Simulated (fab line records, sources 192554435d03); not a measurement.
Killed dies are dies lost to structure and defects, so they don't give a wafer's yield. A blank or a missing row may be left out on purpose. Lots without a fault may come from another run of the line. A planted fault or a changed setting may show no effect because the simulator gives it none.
Split-lot experiment | flow n5_finfet | 7 lots, 21 wafers read, on a route of 1938 steps

THE SPLIT
At N5_BEOL_M0_SAQP_PECVD_03 (deposits SiCN from 3MS/NH3, target thk 12 nm, time 21.1 s), the setting time_s was moved away from the recipe's 21.1 s on 7 of the 21 wafers read, by -7.1% to +14.0%. The other wafers ran this setting at the recipe's value.

FROM THE SPLIT TO THE READING: what the file shows between them, 8 steps
- N5_BEOL_M0_SAQP_COAT_08: resist thk 90 nm (also split here: spin_rpm)
- N5_BEOL_M0_SAQP_EBR_10
- N5_BEOL_M0_SAQP_SOFTBAKE_09: time 60 s
- N5_BEOL_M0_SAQP_EXPOSE_11: exposes mask M0 CORE, target cd 42 nm
- N5_BEOL_M0_SAQP_PEB_12: peb time 60 s
- N5_BEOL_M0_SAQP_DEVELOP_13: develop time 30 s
- N5_BEOL_M0_SAQP_ETCH_101: etches SiNx in CH3F/O2, target depth 29.9 nm, time 42.7 s
- N5_BEOL_M0_SAQP_ETCH_102: etches SiO2 in CF4, target depth 4 nm, time 4.4 s

THE READING
SiCN_of_BEOL_M0_SAQP_PECVD_03.thk_nm (the simulator's own value, which no gauge read), in nm, at N5_BEOL_M0_SAQP_MANDREL_ETCH_103 (etches a-Si in HBr/Cl2, stops on SiCN, target depth 45 nm, bt time 10 s, time 27 s). The file gives no usual value for it. The 14 wafers here that ran the recipe average 9.0 nm, standard deviation 0.17 nm.

wafer  | tool, chamber at the split | time_s as run, s | against the recipe | SiCN_of_BEOL_M0_SAQP_PECVD_03.thk_nm, nm | against lot-mates on the recipe
L074.1 | pecvd-03, 1                | 23.76            | +12.6%             | 10.2                                     | +1.2
L074.3 | pecvd-03, 0                | 21.1             | recipe             | 9                                        | -
L074.5 | pecvd-03, 2                | 23.76            | +12.6%             | 10.6                                     | +1.6
L083.2 | pecvd-02, 0                | 24.05            | +14.0%             | 10.4                                     | +1.4
L083.4 | pecvd-02, 2                | 21.1             | recipe             | 9                                        | -
L083.5 | pecvd-02, 0                | 24.05            | +14.0%             | 10.6                                     | +1.6
L086.4 | pecvd-03, 2,1              | 21.1             | recipe             | 9.2                                      | -
L086.5 | pecvd-03, 2,1              | 21.1             | recipe             | 9.4                                      | -
L086.6 | pecvd-03, 0                | 21.1             | recipe             | 9                                        | -
L087.2 | pecvd-03, 2                | 21.1             | recipe             | 9.2                                      | -
L087.3 | pecvd-03, 1                | 19.87            | -5.8%              | 8.2                                      | -1.0
L087.5 | pecvd-03, 0                | 19.87            | -5.8%              | 8.6                                      | -0.6
L091.1 | pecvd-03, 2                | 21.1             | recipe             | 8.8                                      | -
L091.3 | pecvd-03, 1,0              | 21.1             | recipe             | 8.8                                      | -
L091.4 | pecvd-03, 1,0              | 21.1             | recipe             | 8.8                                      | -
L093.2 | pecvd-01, 1                | 21.1             | recipe             | 9                                        | -
L093.5 | pecvd-01, 1                | 21.1             | recipe             | 9.2                                      | -
L093.6 | pecvd-01, 2                | 19.6             | -7.1%              | 8.2                                      | -0.9
L097.1 | pecvd-03, 2                | 21.1             | recipe             | 9                                        | -
L097.2 | pecvd-03, 0,1              | 21.1             | recipe             | 9                                        | -
L097.6 | pecvd-03, 0,1              | 21.1             | recipe             | 9.2                                      | -
Where a row lists several chambers, the file gives one row for several wafers and doesn't say which wafer went through which chamber.

THE FIT
A straight line over all 21 wafers: SiCN_of_BEOL_M0_SAQP_PECVD_03.thk_nm changes by +0.107 nm for each +1% of time_s; r = +0.97; the points scatter about the line by 0.18 nm.
The same after taking each lot's own level away (the mean of its wafers on the recipe; 21 wafers): +0.114 nm for each +1%; r = +0.98; scatter 0.14 nm.
On that fit, the largest move of time_s shifts the reading by 1.6 nm.
The lots' own levels span 8.80 to 9.20 nm, that is 2.3 times the standard deviation above.
So the lot-to-lot level changes the slope little: the two slopes agree.
Check: with one of the wafers moved furthest among these (+14.0%) left out of the fit, the line predicts +1.61 nm for it against its lot-mates. It came out at +1.4 nm against them.

OTHER SPLITS ON THESE WAFERS
These wafers also went through other splits before the reading. Each is held against what the fit with the lots' levels taken away leaves over:
other split on the same wafers        | wafers away from the commonest value | r with SiCN_of_BEOL_M0_SAQP_PECVD_03.thk_nm (lot level and that fit taken away)
N5_SD_ACTIVATION_LSA_01 temp_c        | 6                                    | +0.23
N5_HKMG_FIN_COAT_41 spin_rpm          | 4                                    | +0.16
N5_HKMG_FIN_ETCH_54 cf4_flow_sccm     | 3                                    | +0.15
N5_GATE_CUT_ALD_22 ald_cycles         | 10                                   | +0.05
N5_MOL_CONTACT_COAG_ALD_27 ald_cycles | 9                                    | +0.09
N5_MOL_CONTACT_COAG_COAT_75 spin_rpm  | 8                                    | -0.09
N5_BEOL_M0_SAQP_COAT_08 spin_rpm      | 4                                    | -0.02

THE WHOLE CHAIN: every reading that the file lists as answering this split, in the file's order
step                             | what it does                                                                       | reading                                                                               | change (the file's fit)               | r (the file's)
N5_BEOL_M0_SAQP_PECVD_03         | deposits SiCN from 3MS/NH3, target thk 12 nm, time 21.1 s                          | SiCN_of_BEOL_M0_SAQP_PECVD_03.thk_nm (the simulator's own value, which no gauge read) | +0.122 nm for each +1% of the setting | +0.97
N5_BEOL_M0_SAQP_MANDREL_ETCH_103 | etches a-Si in HBr/Cl2, stops on SiCN, target depth 45 nm, bt time 10 s, time 27 s | SiCN_of_BEOL_M0_SAQP_PECVD_03.thk_nm (the simulator's own value, which no gauge read) | +0.113 nm for each +1% of the setting | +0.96

THE FILE'S OWN FIT
SiCN_of_BEOL_M0_SAQP_PECVD_03.thk_nm changes by +0.113 nm for each +1% of time_s, r = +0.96.
